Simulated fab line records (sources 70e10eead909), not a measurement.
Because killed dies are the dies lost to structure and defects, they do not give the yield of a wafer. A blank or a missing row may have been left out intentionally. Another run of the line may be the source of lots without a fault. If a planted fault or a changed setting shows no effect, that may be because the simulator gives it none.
Matching of chambers ; flow nand_harc ; cmp-02 running NHARC_A_CHANNEL_FILL_D1_CMP_10: 4 sister chambers
The step polishes, target thk 150 nm. 16 wafers are shown with their chamber, then 8 later ones without.

WAFERS PAIRED WITH THEIR CHAMBERS
wafer;chamber;time_to_endpoint_s (s);motor_current_A (A);slurry_flow_ml_min
L078.2;3;17;13.2;151.0
L078.3;1;24;12.0;150.7
L078.4;2;21;13.6;149.3
L084.3;1;25;11.6;150.3
L084.4;2;21;13.4;150.5
L084.5;2;18;13.6;149.8
L085.1;0;13;14.5;149.5
L085.4;2;19;12.8;149.9
L085.6;0;13;15.1;149.7
L087.3;3;16;13.0;150.8
L087.4;2;15;13.1;149.8
L087.5;3;17;12.8;149.5
L088.2;3;17;12.9;149.8
L088.4;2;18;13.2;149.6
L088.6;3;16;12.9;149.7
L090.1;3;15;12.8;150.1

SIGNATURES, as means of the wafers listed above
reading;chamber 0;chamber 1;chamber 2;chamber 3;scatter within a chamber
time_to_endpoint_s;13.00;24.50;18.67;16.33;1.56
motor_current_A;14.800;11.800;13.283;12.933;0.268
slurry_flow_ml_min;149.600;150.500;149.817;150.150;0.482
Rule: for a wafer and a chamber, the distance is found by dividing, reading by reading, the gap between the wafer's reading and the chamber's mean by the reading's scatter, squaring, summing and taking the root. If the next closest chamber is less than 2 further off than the closest, the wafer can't be placed; otherwise it belongs to the closest. The scatter: take each reading less its chamber's mean, square it, sum over the shown wafers, divide by the number of wafers less the number of chambers, and take the root.

WAFERS WITH NO CHAMBER GIVEN
wafer;time_to_endpoint_s (s);motor_current_A (A);slurry_flow_ml_min
L090.4;11;14.9;150.1
L090.5;14;12.9;149.8
L093.1;19;13.1;150.4
L093.2;15;12.7;149.9
L093.4;24;12.0;150.4
L096.2;23;12.6;150.7
L096.3;16;13.2;149.7
L096.5;13;14.9;150.4

THE CHAMBER EACH PASSED THROUGH
wafer;from the rows above;in truth
L090.4;0;0
L090.5;can't be placed: 3 or 2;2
L093.1;can't be placed: 2 or 3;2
L093.2;can't be placed: 3 or 2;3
L093.4;1;1
L096.2;can't be placed: 1 or 2 or 3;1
L096.3;can't be placed: 3 or 2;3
L096.5;0;0
Correctly placed: 3 of 8. From these rows, 5 cannot be placed; in 5 the true chamber is one of the candidates. Number placed wrongly: 0.
